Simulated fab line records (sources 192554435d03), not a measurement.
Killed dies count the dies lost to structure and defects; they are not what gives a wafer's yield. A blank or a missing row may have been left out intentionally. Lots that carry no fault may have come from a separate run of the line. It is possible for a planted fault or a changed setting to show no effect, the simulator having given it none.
Split-lot trial || flow n5Finfet || route with 1938 steps; 7 lots, 21 wafers read

## ABOUT THE SPLIT
At N5_BEOL_M7_COAT_05 (resist thk 90 nm), the setting spinRpm was moved away from the recipe's 1500 rpm on 8 of the 21 wafers read, by -9.1% to -6.1%. For the rest of the wafers, this setting stayed at what the recipe calls for.

## FROM THE SPLIT TO THE READING: what the file shows between them, 4 steps
- N5_BEOL_M7_EBR_07
- N5_BEOL_M7_SOFTBAKE_06: time 60 s
- N5_BEOL_M7_EXPOSE_08: exposes mask M7
- N5_BEOL_M7_PEB_09: peb time 60 s

## THE READING
CAR-ArF_of_BEOL_M7_COAT_05.thkNm (the simulator's own value, which no gauge read), in nm, at N5_BEOL_M7_DEVELOP_10 (develop time 30 s). No usual value for it is given in the file. Here, 13 wafers ran the recipe; their average is 88.3 nm with a standard deviation of 0.26 nm.

{"wafer": "L077.2", "tool, chamber at the split": "lithoTrack-04, 0", "spinRpm as run, rpm": 1500, "against the recipe": "recipe", "CAR-ArF_of_BEOL_M7_COAT_05.thkNm, nm": 88.4, "against lot-mates on the recipe": "-"}
{"wafer": "L077.5", "tool, chamber at the split": "lithoTrack-04, 0", "spinRpm as run, rpm": 1500, "against the recipe": "recipe", "CAR-ArF_of_BEOL_M7_COAT_05.thkNm, nm": 88, "against lot-mates on the recipe": "-"}
{"wafer": "L077.6", "tool, chamber at the split": "lithoTrack-04, 0", "spinRpm as run, rpm": 1364, "against the recipe": "-9.1%", "CAR-ArF_of_BEOL_M7_COAT_05.thkNm, nm": 92.4, "against lot-mates on the recipe": "+4.2"}
{"wafer": "L080.2", "tool, chamber at the split": "lithoTrack-05, 0", "spinRpm as run, rpm": 1408, "against the recipe": "-6.1%", "CAR-ArF_of_BEOL_M7_COAT_05.thkNm, nm": 91.4, "against lot-mates on the recipe": "+2.9"}
{"wafer": "L080.3", "tool, chamber at the split": "lithoTrack-05, 0", "spinRpm as run, rpm": 1500, "against the recipe": "recipe", "CAR-ArF_of_BEOL_M7_COAT_05.thkNm, nm": 88.4, "against lot-mates on the recipe": "-"}
{"wafer": "L080.5", "tool, chamber at the split": "lithoTrack-05, 0", "spinRpm as run, rpm": 1500, "against the recipe": "recipe", "CAR-ArF_of_BEOL_M7_COAT_05.thkNm, nm": 88.6, "against lot-mates on the recipe": "-"}
{"wafer": "L083.1", "tool, chamber at the split": "lithoTrack-03, 0", "spinRpm as run, rpm": 1500, "against the recipe": "recipe", "CAR-ArF_of_BEOL_M7_COAT_05.thkNm, nm": 87.6, "against lot-mates on the recipe": "-"}
{"wafer": "L083.2", "tool, chamber at the split": "lithoTrack-03, 0", "spinRpm as run, rpm": 1395, "against the recipe": "-7.0%", "CAR-ArF_of_BEOL_M7_COAT_05.thkNm, nm": 91, "against lot-mates on the recipe": "+3.4"}
{"wafer": "L083.6", "tool, chamber at the split": "lithoTrack-03, 0", "spinRpm as run, rpm": 1395, "against the recipe": "-7.0%", "CAR-ArF_of_BEOL_M7_COAT_05.thkNm, nm": 91.2, "against lot-mates on the recipe": "+3.6"}
{"wafer": "L087.2", "tool, chamber at the split": "lithoTrack-03, 0", "spinRpm as run, rpm": 1500, "against the recipe": "recipe", "CAR-ArF_of_BEOL_M7_COAT_05.thkNm, nm": 88.2, "against lot-mates on the recipe": "-"}
{"wafer": "L087.3", "tool, chamber at the split": "lithoTrack-03, 0", "spinRpm as run, rpm": 1365, "against the recipe": "-9.0%", "CAR-ArF_of_BEOL_M7_COAT_05.thkNm, nm": 92.2, "against lot-mates on the recipe": "+4.0"}
{"wafer": "L087.6", "tool, chamber at the split": "lithoTrack-03, 0", "spinRpm as run, rpm": 1365, "against the recipe": "-9.0%", "CAR-ArF_of_BEOL_M7_COAT_05.thkNm, nm": 92.4, "against lot-mates on the recipe": "+4.2"}
{"wafer": "L088.3", "tool, chamber at the split": "lithoTrack-03, 0", "spinRpm as run, rpm": 1500, "against the recipe": "recipe", "CAR-ArF_of_BEOL_M7_COAT_05.thkNm, nm": 88.4, "against lot-mates on the recipe": "-"}
{"wafer": "L088.4", "tool, chamber at the split": "lithoTrack-03, 0", "spinRpm as run, rpm": 1500, "against the recipe": "recipe", "CAR-ArF_of_BEOL_M7_COAT_05.thkNm, nm": 88.4, "against lot-mates on the recipe": "-"}
{"wafer": "L088.5", "tool, chamber at the split": "lithoTrack-03, 0", "spinRpm as run, rpm": 1500, "against the recipe": "recipe", "CAR-ArF_of_BEOL_M7_COAT_05.thkNm, nm": 88.6, "against lot-mates on the recipe": "-"}
{"wafer": "L093.2", "tool, chamber at the split": "lithoTrack-04, 0", "spinRpm as run, rpm": 1384, "against the recipe": "-7.7%", "CAR-ArF_of_BEOL_M7_COAT_05.thkNm, nm": 92, "against lot-mates on the recipe": "+3.8"}
{"wafer": "L093.6", "tool, chamber at the split": "lithoTrack-04, 0", "spinRpm as run, rpm": 1384, "against the recipe": "-7.7%", "CAR-ArF_of_BEOL_M7_COAT_05.thkNm, nm": 92, "against lot-mates on the recipe": "+3.8"}
{"wafer": "L093.4", "tool, chamber at the split": "lithoTrack-04, 0", "spinRpm as run, rpm": 1500, "against the recipe": "recipe", "CAR-ArF_of_BEOL_M7_COAT_05.thkNm, nm": 88.2, "against lot-mates on the recipe": "-"}
{"wafer": "L095.2", "tool, chamber at the split": "lithoTrack-03, 0", "spinRpm as run, rpm": 1500, "against the recipe": "recipe", "CAR-ArF_of_BEOL_M7_COAT_05.thkNm, nm": 88.2, "against lot-mates on the recipe": "-"}
{"wafer": "L095.4", "tool, chamber at the split": "lithoTrack-03, 0", "spinRpm as run, rpm": 1500, "against the recipe": "recipe", "CAR-ArF_of_BEOL_M7_COAT_05.thkNm, nm": 88.4, "against lot-mates on the recipe": "-"}
{"wafer": "L095.5", "tool, chamber at the split": "lithoTrack-03, 0", "spinRpm as run, rpm": 1500, "against the recipe": "recipe", "CAR-ArF_of_BEOL_M7_COAT_05.thkNm, nm": 88, "against lot-mates on the recipe": "-"}

FIT RESULTS
A straight line over all 21 wafers: CAR-ArF_of_BEOL_M7_COAT_05.thkNm changes by -0.454 nm for each +1% of spinRpm; r = -0.99; the points scatter about the line by 0.27 nm.
The same after taking each lot's own level away (the mean of its wafers on the recipe; 21 wafers): -0.474 nm for each +1%; r = -1.00; scatter 0.15 nm.
According to that fit, moving spinRpm by its largest amount changes the reading by 4.3 nm.
The span of the lots' own levels, 87.60 to 88.50 nm, comes to 3.4 times the standard deviation stated above.
Consequently the slope shifts little with the lot-to-lot level, the two slopes agreeing.
Check: +4.33 nm against its lot-mates is what the line predicts for one of the wafers moved furthest among these (-9.1%) when that wafer is left out of the fit. Against them it came out at +4.2 nm.

## THESE WAFERS: OTHER SPLITS
Before the reading, these wafers also passed through other splits. Each is held against what the fit with the lots' levels taken away leaves over:
{"other split on the same wafers": "N5_BEOL_M4_PECVD_72 timeS", "wafers away from the commonest value": 7, "r with CAR-ArF_of_BEOL_M7_COAT_05.thkNm (lot level and that fit taken away)": "+0.09"}
{"other split on the same wafers": "N5_BEOL_M5_VIA_ETCH_34 biasW", "wafers away from the commonest value": 6, "r with CAR-ArF_of_BEOL_M7_COAT_05.thkNm (lot level and that fit taken away)": "+0.13"}
{"other split on the same wafers": "N5_BEOL_M5_ETCH_41 sourceW", "wafers away from the commonest value": 8, "r with CAR-ArF_of_BEOL_M7_COAT_05.thkNm (lot level and that fit taken away)": "+0.00"}
{"other split on the same wafers": "N5_BEOL_M6_ETCH_66 sourceW", "wafers away from the commonest value": 5, "r with CAR-ArF_of_BEOL_M7_COAT_05.thkNm (lot level and that fit taken away)": "+0.23"}
{"other split on the same wafers": "N5_BEOL_M7_HM_DEP_02 targetThkA", "wafers away from the commonest value": 9, "r with CAR-ArF_of_BEOL_M7_COAT_05.thkNm (lot level and that fit taken away)": -0.39}

## THE WHOLE CHAIN: every reading that the file lists as answering this split, in the file's order
{"step": "N5_BEOL_M7_COAT_05", "what it does": "resist thk 90 nm", "reading": "CAR-ArF_of_BEOL_M7_COAT_05.thkNm (the simulator's own value, which no gauge read)", "change (the file's fit)": "-0.478 nm for each +1% of the setting", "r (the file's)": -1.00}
{"step": "N5_BEOL_M7_DEVELOP_10", "what it does": "develop time 30 s", "reading": "CAR-ArF_of_BEOL_M7_COAT_05.thkNm (the simulator's own value, which no gauge read)", "change (the file's fit)": "-0.474 nm for each +1% of the setting", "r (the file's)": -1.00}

## THE FILE'S OWN FIT
CAR-ArF_of_BEOL_M7_COAT_05.thkNm changes by -0.474 nm for each +1% of spinRpm, r = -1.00.
